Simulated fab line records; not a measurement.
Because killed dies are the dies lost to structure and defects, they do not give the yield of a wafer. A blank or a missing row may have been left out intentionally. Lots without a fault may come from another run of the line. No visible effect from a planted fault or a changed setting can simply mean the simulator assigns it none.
fab line records	flow n5Finfet
[record] lots = 7	wafers = 20	lastDay = 17
route steps=1938 shown BEOL_M4@1111 BEOL_M15@1795 PASSIVATION@1936
lots that met no fault: from a run of the same line without faults
startH: the number of hours between the record's first day and the start of the first shown wafer of the lot	waitH: hours since the lot's step before	" identical to the entry in the row above	L1.1+2: several wafers, shown together as one row	- no value present, or no start provided	* or withheld: withheld	< > ~ a bound
route shown NAME@n: a module of which the file shows steps, and the number in the route of the first	usual: average and standard deviation across the fault-free wafers	same: alike in all rows	chamber/n: place in a boat	sites: each site's reading	_std_site: the standard deviation of these	_edge_site: outer sites' mean less inner sites'	radiusMm: how far each site lies from the wafer's centre	mask NAME#n: copy n	behind: the tool/chamber that last shaped the wafer	hold: the reason the lot was held/the length of the hold in hours/how it ended	device: names the non-switching transistor (n, p or np)	end of line: the same wafers' tests at the end of the route	a step without rows: its recipe alone	killed: at the first sort, the dies lost to defects and structure; wafer yield is something else	map: dies across one wafer; x = killed, . = not, _ = none there
set.NAME: the setting as run; set.NAME@STEP: as run at that earlier step	model.NAME: the simulator's own value behind a step, which no gauge read
steps of the route over a sample of lots; a table a step, a row a wafer
services: a tool's chamber out of use, with start hour (startH, from the record's first day; less than 0 if before it), hours out, and reason
[[steps]]
[step N5_BEOL_M4_RC_MEAS_101]
[usual] DIBL_N = 36.2/2	DIBL_P = 36.1/2.4	IOFF_N = 0.16/0.035	IOFF_P = 0.22/0.041	ION_N = 675/14	ION_P = 465/8.6	SS_N = 71.5/0.64	SS_P = 73.2/0.76	VT_N = 250/3.9	VT_P = -249/3.4
lot.wafer	tool	chamber	startH	waitH	DIBL_N[mV/V]	DIBL_P[mV/V]	IOFF_N[nA/um]	IOFF_P[nA/um]	ION_N[uA/um]	ION_P[uA/um]	SS_N[mV/dec]	SS_P[mV/dec]	VT_N[mV]	VT_P[mV]
L149.2	prober-01	0	206.14	0.2	34.8	34.5	0.13	0.20	665	456	71.7	72.6	248	-251
L149.4	"	0	"	"	35.7	36.2	0.16	0.22	680	470	71.5	73.6	248	-246
L149.5	"	0	"	"	35.7	36.0	0.16	0.23	675	476	71.6	72.8	249	-249
L151.1	prober-01	0	213.22	0.0	35.8	36.1	0.17	0.22	674	459	72.0	72.8	245	-247
L151.4	"	0	"	"	39.0	40.3	0.22	0.29	679	463	72.3	73.5	248	-244
L151.5	"	0	"	"	36.4	37.6	0.18	0.25	686	467	70.7	74.2	248	-245
L154.3	prober-01	0	245.55	0.3	38.2	39.7	0.21	0.33	696	486	71.9	73.6	245	-240
L154.4	"	0	"	"	35.1	34.7	0.14	0.23	664	467	71.1	73.7	249	-247
L154.5	"	0	"	"	32.3	31.9	0.10	0.18	664	468	70.6	70.9	255	-249
L155.3	prober-02	0	256.79	0.3	34.5	37.1	0.17	0.26	700	483	71.5	73.2	245	-246
L155.4	"	0	"	"	37.8	40.2	0.21	0.30	692	479	72.4	73.9	248	-243
L155.6	"	0	"	"	36.8	39.5	0.19	0.29	701	482	71.1	73.4	248	-244
L161.2	prober-01	0	272.26	0.2	37.2	38.9	0.16	0.20	670	458	71.8	73.8	249	-255
L161.5	"	0	"	"	37.1	38.6	0.17	0.21	685	465	72.0	73.9	251	-250
L162.2	prober-02	0	293.23	0.2	34.1	34.6	0.12	0.19	664	465	71.1	73.1	257	-251
L162.3	"	0	"	"	36.5	36.2	0.16	0.19	652	443	72.1	74.3	251	-254
L162.5	"	0	"	"	36.6	36.6	0.16	0.20	676	464	71.7	73.3	251	-253
L165.2	prober-01	0	298.72	0.2	36.4	34.9	0.14	0.19	669	456	71.8	72.9	253	-251
L165.3	"	0	"	"	37.7	37.5	0.19	0.22	682	464	71.5	74.7	247	-251
L165.5	"	0	"	"	38.0	37.4	0.18	0.24	678	461	72.2	74.3	250	-246
[step N5_BEOL_M15_ETCH_57]
[recipe] chemistry = N2/H2	target = SOC	sourceW = 3000	biasW = 350	timeS = 750	ionEnergyEv = 200	pressureMtorr = 30	n2FlowSccm = 200	h2FlowSccm = 200
[usual] biasW = 350.1/1.1	drypumpMotorCurrentA = 5.9/0.37	n2FlowSccm = 200.0/0.61	oesProductAu = 0.79/0.086	rfVppV = 523/3.2	showerheadPlenumPTorr = 2.52/0.12	throttleValvePct = 17.70/0.26
lot.wafer	tool	chamber	startH	waitH	biasW	drypumpMotorCurrentA	n2FlowSccm	oesProductAu	rfHoursCounterH	rfVppV	showerheadPlenumPTorr	throttleValvePct
L149.2	rieDiel-06	2	295.00	-	350.2	5.6	199.2	0.73	184	527	2.65	17.83
L149.4	"	2	"	"	349.2	5.6	199.6	0.73	-	527	2.65	17.83
L149.5	"	0	"	"	347.9	6.3	198.8	0.83	-	526	2.57	17.79
L151.1	rieDiel-02	3	303.33	-	349.6	6.2	200.3	0.81	115	522	2.43	17.56
L151.4	"	0	"	"	350.8	5.3	199.5	0.73	-	523	2.50	17.67
L151.5	"	3	"	"	350.8	6.2	200.6	0.80	-	520	2.43	17.56
L154.3	rieDiel-06	3	330.89	-	348.2	6.4	200.6	0.85	62	523	2.48	17.33
L154.4	"	1	"	"	350.5	5.8	201.3	0.96	9	529	2.71	17.58
L154.5	"	2	"	"	350.3	5.6	200.0	0.72	-	525	2.65	17.85
L155.3	rieDiel-02	2	334.76	-	348.4	5.7	200.5	0.82	88	528	2.69	17.95
L155.4	"	1	"	"	352.0	6.0	200.4	0.66	249	520	2.36	17.75
L155.6	"	1	"	"	350.4	6.0	200.2	0.66	-	519	2.36	17.72
L161.2	rieDiel-05	2	366.24	-	350.8	6.0	199.7	0.72	193	517	2.33	17.64
L161.5	"	1	"	"	348.8	5.5	199.4	0.97	-	528	2.71	17.85
L162.2	rieDiel-06	3	380.48	-	350.1	6.5	200.5	0.84	76	521	2.47	17.35
L162.3	"	2	"	"	350.8	5.6	199.9	0.71	208	526	2.64	17.87
L162.5	"	2	"	"	350.6	5.6	199.1	0.71	-	527	2.64	17.88
L165.2	rieDiel-05	3	385.62	-	349.9	5.9	201.1	0.71	217	526	2.62	18.21
L165.3	"	2	"	"	349.0	6.0	199.6	0.70	201	518	2.32	17.66
L165.5	"	0	"	"	350.8	5.5	199.1	0.82	-	520	2.45	17.35
[step N5_BEOL_M15_ETCH_61]
[recipe] chemistry = N2/H2	target = BARC	targetDepthA = 890	overetchA = 267	timeS = 67.9	ionEnergyEv = 200	pressureMtorr = 30	sourceW = 840	biasW = 150	n2FlowSccm = 200	h2FlowSccm = 200
[usual] biasW = 149.9/0.46	drypumpMotorCurrentA = 5.9/0.36	n2FlowSccm = 200.0/0.58	oesProductAu = 0.67/0.068	rfVppV = 523/3.4	showerheadPlenumPTorr = 2.51/0.12	throttleValvePct = 17.85/0.28
lot.wafer	tool	chamber	startH	waitH	biasW	drypumpMotorCurrentA	n2FlowSccm	oesProductAu	rfHoursCounterH	rfVppV	showerheadPlenumPTorr	throttleValvePct
L149.2	rieDiel-02	1	296.29	0.0	150.3	6.0	200.3	0.57	234	520	2.37	17.81
L149.4	"	0	"	"	149.4	5.2	199.7	0.62	-	524	2.51	17.76
L149.5	"	1	"	"	149.8	6.0	199.5	0.57	-	520	2.37	17.84
L151.1	rieDiel-02	3	304.69	0.0	149.4	6.2	200.2	0.67	116	521	2.43	17.67
L151.4	"	1	"	"	151.0	6.0	200.1	0.58	-	520	2.37	17.82
L151.5	"	3	"	"	150.0	6.2	199.7	0.68	-	521	2.43	17.66
L154.3	rieDiel-05	3	331.91	0.0	149.5	5.9	200.6	0.63	197	527	2.63	18.27
L154.4	"	3	"	"	149.2	5.9	200.1	0.63	-	527	2.63	18.29
L154.5	"	2	"	"	149.7	6.0	199.4	0.62	-	518	2.33	17.73
L155.3	rieDiel-02	0	336.00	0.0	150.1	5.2	200.0	0.61	201	523	2.50	17.79
L155.4	"	1	"	"	149.7	6.0	200.6	0.57	250	520	2.36	17.86
L155.6	"	3	"	"	150.7	6.2	199.1	0.67	-	520	2.43	17.69
L161.2	rieDiel-02	3	367.14	0.0	149.7	6.2	198.6	0.59	136	523	2.42	17.66
L161.5	"	1	"	"	149.3	6.0	200.2	0.77	-	529	2.68	17.49
L162.2	rieDiel-02	0	381.37	0.0	150.0	5.2	200.3	0.52	216	522	2.49	17.80
L162.3	"	1	"	"	149.0	6.0	200.6	0.81	9	527	2.67	17.49
L162.5	"	3	"	"	150.2	6.2	200.7	0.59	-	521	2.42	17.69
L165.2	rieDiel-05	1	386.52	0.0	150.6	5.5	199.7	0.79	13	528	2.71	17.95
L165.3	"	2	"	"	149.3	6.0	199.3	0.61	202	516	2.32	17.76
L165.5	"	0	"	"	150.1	5.5	200.0	0.70	-	523	2.45	17.48
[step N5_BEOL_M15_TRENCH_ETCH_34]
[recipe] chemistry = C4F8/O2/Ar	target = SiO2	targetDepthA = 8729.3	heInnerTorr = 15	heOuterTorr = 30	timeS = 199	ionEnergyEv = 800	pressureMtorr = 20	sourceW = 1905	biasW = 2040	Ar_flow_sccm = 400	C4F8_flow_sccm = 16	O2_flow_sccm = 12
[usual] biasW = 2040/6.1	drypumpMotorCurrentA = 5.9/0.37	mfcArSccm = 400.1/1.1	oesProductAu = 0.78/0.086	rfVppV = 2202/52	showerheadPlenumPTorr = 3.41/0.15	throttleValvePct = 30.9/0.36
lot.wafer	tool	chamber	startH	waitH	biasW	drypumpMotorCurrentA	mfcArSccm	oesProductAu	rfHoursCounterH	rfVppV	showerheadPlenumPTorr	throttleValvePct
L149.2	rieDiel-02	1	296.35	0.0	2031	6.0	402.4	0.68	235	2161	3.23	30.7
L149.4	"	0	"	"	2038	5.2	398.2	0.73	-	2121	3.38	30.7
L149.5	"	1	"	"	2040	6.0	401.1	0.68	-	2164	3.23	30.7
L151.1	rieDiel-02	3	304.74	0.0	2041	6.2	399.7	0.80	116	2235	3.35	31.0
L151.4	"	1	"	"	2033	6.0	399.6	0.68	-	2163	3.22	30.7
L151.5	"	3	"	"	2027	6.2	399.6	0.80	-	2235	3.35	31.0
L154.3	rieDiel-05	3	331.96	0.0	2035	5.9	400.6	0.72	197	2327	3.58	31.4
L154.4	"	3	"	"	2040	5.9	400.1	0.72	-	2327	3.57	31.4
L154.5	"	2	"	"	2043	6.0	397.1	0.71	-	2181	3.17	30.5
L155.3	rieDiel-02	0	336.06	0.0	2046	5.2	398.3	0.72	201	2120	3.37	30.7
L155.4	"	1	"	"	2043	6.0	399.7	0.67	250	2162	3.22	30.7
L155.6	"	3	"	"	2040	6.2	398.6	0.80	-	2234	3.34	31.0
L161.2	rieDiel-02	3	367.19	0.0	2041	6.2	398.6	0.29	136	2234	3.34	30.3
L161.5	"	1	"	"	2037	6.0	400.6	0.39	-	2198	3.61	30.0
L162.2	rieDiel-02	0	381.42	0.0	2044	5.2	399.5	0.26	216	2119	3.36	30.0
L162.3	"	1	"	"	2046	6.0	399.6	0.97	9	2199	3.61	30.7
L162.5	"	3	"	"	2043	6.2	399.8	0.29	-	2232	3.33	30.3
L165.2	rieDiel-05	1	386.57	0.0	2042	5.5	398.6	0.96	13	2210	3.66	31.3
L165.3	"	2	"	"	2040	6.0	399.9	0.71	202	2179	3.16	30.5
L165.5	"	0	"	"	2036	5.5	398.4	0.83	-	2213	3.34	30.6
[step N5_BEOL_M15_STRIP_62]
[recipe] chemistry = O2	powerW = 600	tempC = 60	pressureMtorr = 30	rfFrequencyHz = 6e+07	biasPowerW = 0	overashFraction = 0.3	o2FlowSccm = 225
[usual] drypumpMotorCurrentA = 5.9/0.36	oesProductAu = 0.79/0.088	rfVppV = 3.6/0.47	showerheadPlenumPTorr = 2.09/0.092	throttleValvePct = 16.64/0.28
lot.wafer	tool	chamber	startH	waitH	drypumpMotorCurrentA	oesProductAu	rfHoursCounterH	rfVppV	showerheadPlenumPTorr	throttleValvePct
L149.2	rieDiel-02	0	-	-	5.2	0.73	186	2.9	2.09	16.77
L149.4	"	1	"	"	6.0	0.66	-	3.0	2.00	16.89
L149.5	"	0	"	"	5.2	0.72	-	4.3	2.09	16.77
L151.1	rieDiel-02	2	-	-	5.6	0.82	79	2.8	2.19	16.60
L151.4	"	3	"	"	6.2	0.79	117	3.2	2.00	16.40
L151.5	"	3	"	"	6.2	0.79	-	3.1	2.00	16.40
L154.3	rieDiel-05	2	-	-	6.0	0.71	182	3.5	1.91	16.45
L154.4	"	3	"	"	5.9	0.74	-	3.6	2.14	16.93
L154.5	"	0	"	"	5.5	0.83	-	3.4	2.04	16.38
L155.3	rieDiel-06	0	-	-	6.3	0.82	99	3.9	2.12	16.78
L155.4	"	3	"	"	6.4	0.84	63	3.6	2.05	16.26
L155.6	"	0	"	"	6.3	0.82	-	3.9	2.12	16.79
L161.2	rieDiel-06	0	-	-	6.3	0.81	108	3.3	2.12	16.83
L161.5	"	0	"	"	6.3	0.81	-	3.7	2.12	16.83
L162.2	rieDiel-06	2	-	-	5.6	0.72	209	4.5	2.15	16.52
L162.3	"	0	"	"	6.3	0.80	113	3.7	2.12	16.83
L162.5	"	0	"	"	6.3	0.81	-	3.9	2.12	16.82
L165.2	rieDiel-06	2	-	-	5.6	0.71	211	3.9	2.15	16.52
L165.3	"	1	"	"	5.7	0.94	27	4.0	2.23	16.55
L165.5	"	1	"	"	5.8	0.94	-	3.8	2.23	16.55
[step N5_BEOL_M15_STRIP_37]
[recipe] chemistry = O2	powerW = 600	tempC = 60	pressureMtorr = 30	rfFrequencyHz = 6e+07	biasPowerW = 0	overashFraction = 0.3	o2FlowSccm = 225
[usual] drypumpMotorCurrentA = 5.9/0.36	oesProductAu = 0.79/0.09	rfVppV = 3.7/0.59	showerheadPlenumPTorr = 2.09/0.092	throttleValvePct = 16.64/0.28
lot.wafer	tool	chamber	startH	waitH	drypumpMotorCurrentA	oesProductAu	rfHoursCounterH	rfVppV	showerheadPlenumPTorr	throttleValvePct
L149.2	rieDiel-02	0	-	-	5.2	0.73	186	4.7	2.09	16.79
L149.4	"	1	"	"	6.0	0.66	-	3.3	2.00	16.89
L149.5	"	0	"	"	5.2	0.72	-	4.4	2.09	16.77
L151.1	rieDiel-02	2	-	-	5.6	0.83	79	3.5	2.19	16.60
L151.4	"	3	"	"	6.2	0.80	117	3.3	2.00	16.40
L151.5	"	3	"	"	6.2	0.80	-	3.8	2.00	16.38
L154.3	rieDiel-05	2	-	-	6.0	0.71	182	3.7	1.91	16.43
L154.4	"	3	"	"	5.9	0.72	-	4.2	2.14	16.96
L154.5	"	0	"	"	5.5	0.82	-	3.3	2.04	16.36
L155.3	rieDiel-06	0	-	-	6.3	0.82	99	3.3	2.12	16.79
L155.4	"	3	"	"	6.5	0.84	63	3.3	2.05	16.28
L155.6	"	0	"	"	6.3	0.82	-	4.0	2.12	16.79
L161.2	rieDiel-06	0	-	-	6.3	0.81	108	3.6	2.12	16.79
L161.5	"	0	"	"	6.3	0.81	-	4.1	2.12	16.81
L162.2	rieDiel-06	2	-	-	5.6	0.72	209	4.2	2.15	16.51
L162.3	"	0	"	"	6.3	0.80	113	3.3	2.12	16.83
L162.5	"	0	"	"	6.3	0.80	-	3.8	2.12	16.83
L165.2	rieDiel-06	2	-	-	5.6	0.72	211	3.5	2.15	16.51
L165.3	"	1	"	"	5.7	0.95	27	3.9	2.23	16.55
L165.5	"	1	"	"	5.8	0.94	-	3.6	2.23	16.55
[step N5_BEOL_M15_THK_MEAS_50]
[recipe] thkMeasGauge = xrf	reads = Cu_of_BEOL_M15_ECD_47
[usual] M15_THK = 875/26
lot.wafer	tool	chamber	startH	waitH	M15_THK[nm]
L149.2	filmMetro-02	-	298.88	-	887
L149.4	"	-	"	"	877
L149.5	"	-	"	"	891
L151.1	filmMetro-02	-	309.39	-	895
L151.4	"	-	"	"	883
L151.5	"	-	"	"	887
L154.3	filmMetro-02	-	337.68	-	833
L154.4	"	-	"	"	841
L154.5	"	-	"	"	846
L155.3	filmMetro-02	-	338.32	-	874
L155.4	"	-	"	"	893
L155.6	"	-	"	"	909
L161.2	filmMetro-02	-	370.14	-	-
L161.5	"	-	"	"	-
L162.2	filmMetro-02	-	383.96	-	-
L162.3	"	-	"	"	917
L162.5	"	-	"	"	-
L165.2	filmMetro-01	-	388.93	-	921
L165.3	"	-	"	"	864
L165.5	"	-	"	"	900
[step N5_BEOL_M15_RS_MEAS_54]
[recipe] thkMeasGauge = four-point-probe	reads = Cu_of_BEOL_M15_ECD_47+Ta_of_BEOL_M15_SPUTTER_44+TaN_of_BEOL_M15_SPUTTER_43
[usual] M15_RS = 0.0215/0.00062
lot.wafer	tool	chamber	startH	waitH	M15_RS[ohm/sq]
L149.2	filmMetro-01	-	299.01	0.1	0.0211
L149.4	"	-	"	"	0.0213
L149.5	"	-	"	"	0.0211
L151.1	filmMetro-01	-	309.52	0.0	0.0208
L151.4	"	-	"	"	0.0212
L151.5	"	-	"	"	0.0211
L154.3	filmMetro-02	-	337.81	0.1	0.0228
L154.4	"	-	"	"	0.0225
L154.5	"	-	"	"	0.0222
L155.3	filmMetro-02	-	338.46	0.1	0.0215
L155.4	"	-	"	"	0.0211
L155.6	"	-	"	"	0.0207
L161.2	filmMetro-01	-	370.27	0.1	-
L161.5	"	-	"	"	-
L162.2	filmMetro-02	-	384.09	0.1	-
L162.3	"	-	"	"	0.0206
L162.5	"	-	"	"	-
L165.2	filmMetro-02	-	389.06	0.1	0.0204
L165.3	"	-	"	"	0.0217
L165.5	"	-	"	"	0.0209
[step N5_PASSIVATION_PROBE_49]
[usual] defectLimitedYield = 91.1/1.4	killed_at_M0_to_M3 = 36/9.9	killed_at_M4_up = 13/5.8	killedAtContacts = 14/5.9	killedAtFrontEnd = 39/11	killedAtOther = 3.4/2.9	killedDies = 105/17	killedOnRim = 15/3.9	killedOpen = 70/13	killedShort = 34/7.3	sort_bin_4_leakage = 0.00/0.0072	sort_bin_5_function = 5.3/1	sort_bin_6_memory = 3.3/0.62	sortNPass = 1075/17	sortYieldPct = 91.1/1.4
[same] grossDies = 1180	killedAtBackSide = 0	sort_bin_8_speed[%] = 0
lot.wafer	tool	chamber	startH	waitH	defectLimitedYield[%]	killed_at_M0_to_M3	killed_at_M4_up	killedAtContacts	killedAtFrontEnd	killedAtOther	killedDies	killedOnRim	killedOpen	killedShort	sort_bin_4_leakage[%]	sort_bin_5_function[%]	sort_bin_6_memory[%]	sortNPass	sortYieldPct[%]
L149.2	prober-02	-	314.62	0.1	87.2	48	17	23	61	2	151	22	115	33	0	7.9	4.7	1029	87.2
L149.4	prober-02	-	314.72	0.2	88.6	55	16	13	49	1	134	18	96	36	0	7.7	3.2	1046	88.6
L149.5	prober-02	-	314.77	0.2	90.2	39	11	9	55	2	116	17	80	36	0	5.6	4.0	1064	90.2
L151.1	prober-01	-	322.65	0.0	90.6	22	18	20	49	2	111	17	81	29	0	6.6	2.5	1069	90.6
L151.4	prober-01	-	322.80	0.2	92.5	22	11	15	37	4	89	14	64	25	0	4.5	2.7	1091	92.5
L151.5	prober-01	-	322.85	0.2	89.3	39	8	25	52	2	126	18	78	48	0	6.3	4.2	1054	89.3
L155.3	prober-02	-	355.19	0.1	91.5	37	9	12	40	2	100	7	72	27	0	4.7	3.5	1080	91.5
L155.4	prober-02	-	355.24	0.2	91.5	37	16	7	38	2	100	16	61	38	0	5.0	3.1	1080	91.5
L155.6	prober-02	-	355.34	0.3	93.5	23	9	5	38	2	77	12	49	28	0	3.8	2.6	1103	93.5
L161.2	prober-01	-	390.70	0.1	0.5	43	1048	17	63	3	1174	152	86	53	0	94.7	4.6	6	0.5
L161.5	prober-01	-	390.85	0.2	3.8	38	1028	8	60	1	1135	137	68	43	0	91.2	4.6	45	3.8
L162.2	prober-01	-	399.43	0.1	0	42	1075	9	52	2	1180	152	75	42	0	96.1	3.6	0	0
L162.3	prober-01	-	399.48	0.1	89.2	44	21	11	52	0	128	21	85	39	0	6.4	4.1	1052	89.2
L162.5	prober-01	-	399.58	0.2	0.2	45	1061	14	53	5	1178	152	104	45	0	95.6	3.8	2	0.2
L165.2	prober-02	-	404.79	0.1	90.6	36	18	23	26	8	111	12	77	34	0	5.3	3.8	1069	90.6
L165.3	prober-02	-	404.84	0.1	89.2	34	15	29	43	7	128	18	97	31	0	6.9	3.7	1052	89.2
L165.5	prober-02	-	404.94	0.2	91.3	38	11	19	31	4	103	14	62	41	0	4.8	3.7	1077	91.3
// killed by level:class
L149.2 FIN_SAQP:geometricParticle:open=26 MOL_CONTACT_COAG:geometricParticle:open=20 BEOL_M1:geometricParticle:open=18 FIN_SAQP:geometricParticle:short=11 STI_FIN_REVEAL:geometricParticle:open=10 BEOL_M4:geometricParticle:open=9 BEOL_M3:geometricParticle:open=8 BEOL_M0_SAQP:geometricParticle:open=5
L149.4 FIN_SAQP:geometricParticle:open=18 MOL_CONTACT_COAG:geometricParticle:open=12 BEOL_M0:geometricParticle:open=10 STI_FIN_REVEAL:geometricParticle:open=9 BEOL_M0_SAQP:geometricParticle:open=9 BEOL_M0_SAQP:geometricParticle:short=8 BEOL_M2:geometricParticle:open=7 BEOL_M1:geometricParticle:open=7
L149.5 FIN_SAQP:geometricParticle:open=21 BEOL_M1:geometricParticle:open=11 FIN_SAQP:geometricParticle:short=9 MOL_CONTACT_COAG:geometricParticle:open=8 BEOL_M0_SAQP:geometricParticle:open=8 GATE_CUT:geometricParticle:open=7 BEOL_M0_SAQP:geometricParticle:short=7 BEOL_M3:geometricParticle:open=5
L151.1 MOL_CONTACT_COAG:geometricParticle:open=18 STI_FIN_REVEAL:geometricParticle:open=12 FIN_SAQP:geometricParticle:open=9 FIN_SAQP:geometricParticle:short=5 BEOL_M2:geometricParticle:open=5 BEOL_M3:geometricParticle:open=5 GATE_CUT:geometricParticle:open=4 BEOL_M0_SAQP:geometricParticle:open=4
L151.4 STI_FIN_REVEAL:geometricParticle:open=12 MOL_CONTACT_COAG:geometricParticle:open=12 BEOL_M0_SAQP:geometricParticle:short=6 BEOL_M2:geometricParticle:open=6 BEOL_M0_SAQP:geometricParticle:open=5 FIN_SAQP:geometricParticle:short=4 FIN_SAQP:geometricParticle:open=4 BEOL_M3:geometricParticle:open=4
L151.5 MOL_CONTACT_COAG:geometricParticle:open=18 STI_FIN_REVEAL:geometricParticle:open=16 BEOL_M0_SAQP:geometricParticle:short=13 FIN_SAQP:geometricParticle:short=10 BEOL_M0_SAQP:geometricParticle:open=10 MOL_CONTACT_COAG:geometricParticle:short=7 FIN_SAQP:geometricParticle:open=6 GATE_CUT:geometricParticle:short=5
L155.3 STI_FIN_REVEAL:geometricParticle:open=19 BEOL_M0_SAQP:geometricParticle:open=14 MOL_CONTACT_COAG:geometricParticle:open=10 FIN_SAQP:geometricParticle:open=8 BEOL_M0_SAQP:geometricParticle:short=7 BEOL_M2:geometricParticle:open=6 GATE_CUT:geometricParticle:short=5 FIN_SAQP:geometricParticle:short=3
L155.4 BEOL_M0_SAQP:geometricParticle:open=17 BEOL_M4:geometricParticle:open=11 BEOL_M0_SAQP:geometricParticle:short=10 FIN_SAQP:geometricParticle:short=8 BEOL_M3:geometricParticle:short=7 FIN_SAQP:geometricParticle:open=6 STI_FIN_REVEAL:geometricParticle:open=6 GATE_CUT:geometricParticle:short=5
L155.6 STI_FIN_REVEAL:geometricParticle:open=12 BEOL_M0_SAQP:geometricParticle:open=11 FIN_SAQP:geometricParticle:short=9 BEOL_M0_SAQP:geometricParticle:short=7 MOL_CONTACT_COAG:geometricParticle:open=5 FIN_SAQP:geometricParticle:open=4 GATE_CUT:geometricParticle:short=4 STI_FIN_REVEAL:geometricParticle:short=3
L161.2 BEOL_M15:areaEtch=1034 FIN_SAQP:geometricParticle:short=14 MOL_CONTACT_COAG:geometricParticle:open=14 BEOL_M0_SAQP:geometricParticle:short=11 BEOL_M0_SAQP:geometricParticle:open=11 GATE_CUT:geometricParticle:short=9 FIN_SAQP:geometricParticle:open=8 BEOL_M1:geometricParticle:open=7
L161.5 BEOL_M15:areaEtch=1020 FIN_SAQP:geometricParticle:short=20 STI_FIN_REVEAL:geometricParticle:open=11 BEOL_M0_SAQP:geometricParticle:open=10 BEOL_M1:geometricParticle:open=8 MOL_CONTACT_COAG:geometricParticle:open=7 GATE_CUT:geometricParticle:short=6 BEOL_M3:geometricParticle:open=6
L162.2 BEOL_M15:areaEtch=1060 FIN_SAQP:geometricParticle:short=16 FIN_SAQP:geometricParticle:open=11 BEOL_M3:geometricParticle:open=10 STI_FIN_REVEAL:geometricParticle:open=9 BEOL_M2:geometricParticle:open=8 BEOL_M0_SAQP:geometricParticle:open=8 MOL_CONTACT_COAG:geometricParticle:open=7
L162.3 FIN_SAQP:geometricParticle:open=14 BEOL_M2:geometricParticle:open=12 BEOL_M3:geometricParticle:open=11 BEOL_M4:geometricParticle:open=11 STI_FIN_REVEAL:geometricParticle:open=8 MOL_CONTACT_COAG:geometricParticle:open=7 FIN_SAQP:geometricParticle:short=6 BEOL_M0_SAQP:geometricParticle:short=6
L162.5 BEOL_M15:areaEtch=1026 BEOL_M4:geometricParticle:open=22 BEOL_M2:geometricParticle:open=15 FIN_SAQP:geometricParticle:open=14 BEOL_M3:geometricParticle:open=11 FIN_SAQP:geometricParticle:short=9 MOL_CONTACT_COAG:geometricParticle:open=9 STI_FIN_REVEAL:geometricParticle:open=7
L165.2 MOL_CONTACT_COAG:geometricParticle:open=21 BEOL_M0_SAQP:geometricParticle:short=11 BEOL_M0_SAQP:geometricParticle:open=10 FIN_SAQP:geometricParticle:open=9 BEOL_M5:geometricParticle:open=7 STI_FIN_REVEAL:geometricParticle:open=6 BEOL_M1:geometricParticle:open=5 FIN_SAQP:geometricParticle:short=4
L165.3 MOL_CONTACT_COAG:geometricParticle:open=27 STI_FIN_REVEAL:geometricParticle:open=11 BEOL_M0_SAQP:geometricParticle:open=9 FIN_SAQP:geometricParticle:open=7 BEOL_M4:geometricParticle:open=7 BEOL_M0_SAQP:geometricParticle:short=6 BEOL_M2:geometricParticle:open=6 FIN_SAQP:geometricParticle:short=5
L165.5 MOL_CONTACT_COAG:geometricParticle:open=15 BEOL_M0_SAQP:geometricParticle:short=15 FIN_SAQP:geometricParticle:short=7 STI_FIN_REVEAL:geometricParticle:open=7 BEOL_M0_SAQP:geometricParticle:open=7 BEOL_M3:geometricParticle:open=6 FIN_SAQP:geometricParticle:open=4 MOL_CONTACT_COAG:geometricParticle:short=4
[[services]]
tool	chamber	startH	hours	kind
rieDiel-02	0	278.05	4.4	repair
rieDiel-06	1	287.76	-	clean
rieDiel-06	1	287.76	-	consumableReplace:focusRing
rieDiel-06	1	287.76	-	consumableReplace:showerhead
rieDiel-06	1	287.76	16.5	scheduledDown
rieDiel-06	1	287.76	16.5	ventCycle
rieDiel-05	-	298.29	4.3	pm
rieDiel-06	2	307.35	1.8	repair
rieDiel-06	2	309.34	9.4	repair
rieDiel-05	1	325.31	-	clean
rieDiel-05	1	325.31	-	consumableReplace:focusRing
rieDiel-05	1	325.31	-	consumableReplace:showerhead
rieDiel-05	1	325.31	28.2	scheduledDown
rieDiel-05	1	325.31	28.2	ventCycle
rieDiel-02	1	337.28	-	clean
rieDiel-02	1	337.28	-	consumableReplace:focusRing
rieDiel-02	1	337.28	-	consumableReplace:showerhead
rieDiel-02	1	337.28	20.4	scheduledDown
rieDiel-02	1	337.28	20.4	ventCycle
rieDiel-02	3	348.17	1.7	repair
rieDiel-06	3	351.73	3.7	repair
rieDiel-05	0	365.05	20.0	repair
rieDiel-06	0	370.50	2.6	repair
[[key]]
[firstSign] step = N5_BEOL_M15_TRENCH_ETCH_34	reading = oesProductAu	direction = down	sigmas = 5.5	usual = 0.78	struck = 0.31
[effect] step = N5_BEOL_M15_THK_MEAS_50	reading = M15_THK	direction = missing
[effect] step = N5_BEOL_M15_RS_MEAS_54	reading = M15_RS	direction = missing
[effect] step = N5_PASSIVATION_PROBE_49	reading = killed_at_M4_up	direction = up	sigmas = 99+	usual = 13	struck = 1053
[moreKillsBornAt] N5_BEOL_M15_ETCH_61@rieDiel-02 = 4140
metAt N5_BEOL_M15_ETCH_61
struckLots L161,L162
struckWafers L161.2,L161.5,L162.2,L162.5
laterRowsLeftOut L161.2,L161.5,L162.2,L162.5
notActingAt N5_BEOL_M15_ETCH_57,N5_BEOL_M15_STRIP_62,N5_BEOL_M15_STRIP_37
onsetBetween 336.00 367.14
[fault] kind = processParameterDrift	tool = rieDiel-02	chamber = -	onsetH = 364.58	steps = N5_BEOL_M15_ETCH_61	channel = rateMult	offset = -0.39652	shape = step	endH = 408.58	scope = struckWafersOnly
// laterRowsLeftOut: the simulator's readings of these wafers behind a module that went badly wrong aren't trusted and aren't shown, but for the sort
